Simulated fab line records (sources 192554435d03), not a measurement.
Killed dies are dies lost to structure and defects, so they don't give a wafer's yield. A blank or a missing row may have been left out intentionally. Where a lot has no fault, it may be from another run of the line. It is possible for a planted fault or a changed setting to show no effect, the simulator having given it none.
One fault seen from 2 desks || flow n5-finfet || only its own numbers are on each desk; what lay behind them is given at the end

== DESK OF THE TOOL OWNER: ald-metal-03 ==
The tool's own readings at N5_HKMG_FIN_NWFM_ALD_20 (deposits TiAlC, target thk 2 nm, pulse time 3 s, purge time 2 s): means of the sampled wafers that have a number, for each lot that ran on this tool. A lot is out of limits, marked OUT, if its mean lies more than 4 standard deviations from the usual mean; the brackets give that distance.
Columns: A = heater-power-w at N5_HKMG_FIN_NWFM_ALD_20, usual 487 W; B = precursor-pulse-height-rel at N5_HKMG_FIN_NWFM_ALD_20, usual 0.998
{"lot": "L420", "first seen here": "day 4 20:58", "A": 512, "B": 0.993}
{"lot": "L422", "first seen here": "day 5 08:58", "A": 530, "B": 0.983}
{"lot": "L425", "first seen here": "day 5 21:24", "A": 523, "B": 0.976}
{"lot": "L426", "first seen here": "day 6 08:02", "A": 526, "B": 1.018}
{"lot": "L427", "first seen here": "day 6 12:52", "A": 532, "B": 1.028}
{"lot": "L432", "first seen here": "day 7 22:53", "A": 584, "B": 0.990}
This desk's finding: nothing out of limits on any of the 6 lots.

== THE METROLOGY DESK ==
What the gauges read for every lot (on any tool): the sampled wafers with a number, averaged. A lot is out of limits, marked OUT, if its mean lies more than 4 standard deviations from the usual mean; the brackets give that distance. Readings shown: 7 out of 20 (the first out of limits, and those lying furthest out on some lot).
Columns: A = IOFF_N_LONG at N5_BEOL_M4_RC_MEAS_101, usual 5.49e-05 nA/um; B = IOFF_P_LONG at N5_BEOL_M4_RC_MEAS_101, usual 0.000105 nA/um; C = ION_N at N5_BEOL_M4_RC_MEAS_101, usual 672 uA/um; D = VT_N at N5_BEOL_M4_RC_MEAS_101, usual 250 mV; E = VT_N_LONG at N5_BEOL_M4_RC_MEAS_101, usual 275.3 mV; F = VT_N_LVT at N5_BEOL_M4_RC_MEAS_101, usual 99 mV; G = VT_P_LONG at N5_BEOL_M4_RC_MEAS_101, usual -275.6 mV
{"lot": "L420", "first seen here": "day 9 10:32", "A": 5.57e-05, "B": 0.000103, "C": 675, "D": 248, "E": 274.6, "F": 96, "G": -274.1}
{"lot": "L422", "first seen here": "day 10 16:19", "A": 5.52e-05, "B": 0.000109, "C": 666, "D": 252, "E": 274.0, "F": 100, "G": -273.4}
{"lot": "L425", "first seen here": "day 10 19:42", "A": 5.80e-05, "B": 0.000113, "C": 681, "D": 249, "E": 272.7, "F": 99, "G": -272.6}
{"lot": "L426", "first seen here": "day 11 01:01", "A": "3.91e-05 (-8.8) OUT", "B": 0.000118, "C": "614 (-4.5) OUT", "D": "273 (+6.8) OUT", "E": "300.4 (+13) OUT", "F": "120 (+5.7) OUT", "G": -270.4}
{"lot": "L427", "first seen here": "day 11 21:13", "A": "2.47e-05 (-17) OUT", "B": "0.000155 (+7.2) OUT", "C": "558 (-8.7) OUT", "D": "300 (+15) OUT", "E": "326.0 (+27) OUT", "F": "150 (+14) OUT", "G": "-261.2 (+5.5) OUT"}
{"lot": "L432", "first seen here": "day 13 14:25", "A": "4.03e-05 (-8.1) OUT", "B": 0.000124, "C": "614 (-4.4) OUT", "D": "276 (+7.5) OUT", "E": "304.1 (+15) OUT", "F": "125 (+7.2) OUT", "G": -270.5}
{"lot": "L435", "first seen here": "day 13 14:39", "A": 5.19e-05, "B": 0.000107, "C": 652, "D": 256, "E": 277.4, "F": 106, "G": -275.1}
{"lot": "L439", "first seen here": "day 14 21:56", "A": 5.83e-05, "B": 0.000121, "C": 680, "D": 248, "E": 275.7, "F": 99, "G": -270.7}
{"lot": "L440", "first seen here": "day 15 02:20", "A": 5.73e-05, "B": 0.000103, "C": 689, "D": 248, "E": 272.3, "F": 95, "G": -276.9}
This desk's result: L426, L427, L432 out of limits, first on L426 (IOFF_N_LONG at N5_BEOL_M4_RC_MEAS_101), day 11 01:01. In limits: L420, L422, L425, L435, L439, L440.

== BROUGHT TOGETHER ==
An alarm was possible from the metrology desk at day 11 01:01, on L426, L427, L432.
The tool owner's desk saw nothing out of limits.
The tool owner's desk has L426, L427, L432 on record, within its limits.
All the named lots went through N5_HKMG_FIN_NWFM_ALD_20 on ald-metal-03.

== WHAT HAD BEEN PUT IN BY THE SIMULATOR ==
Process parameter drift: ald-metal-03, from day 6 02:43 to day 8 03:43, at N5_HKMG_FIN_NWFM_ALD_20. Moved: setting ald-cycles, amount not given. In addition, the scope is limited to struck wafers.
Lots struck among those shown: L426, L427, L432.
Hours from the fault's start to each desk's first reading out of limits: the metrology desk, 118.
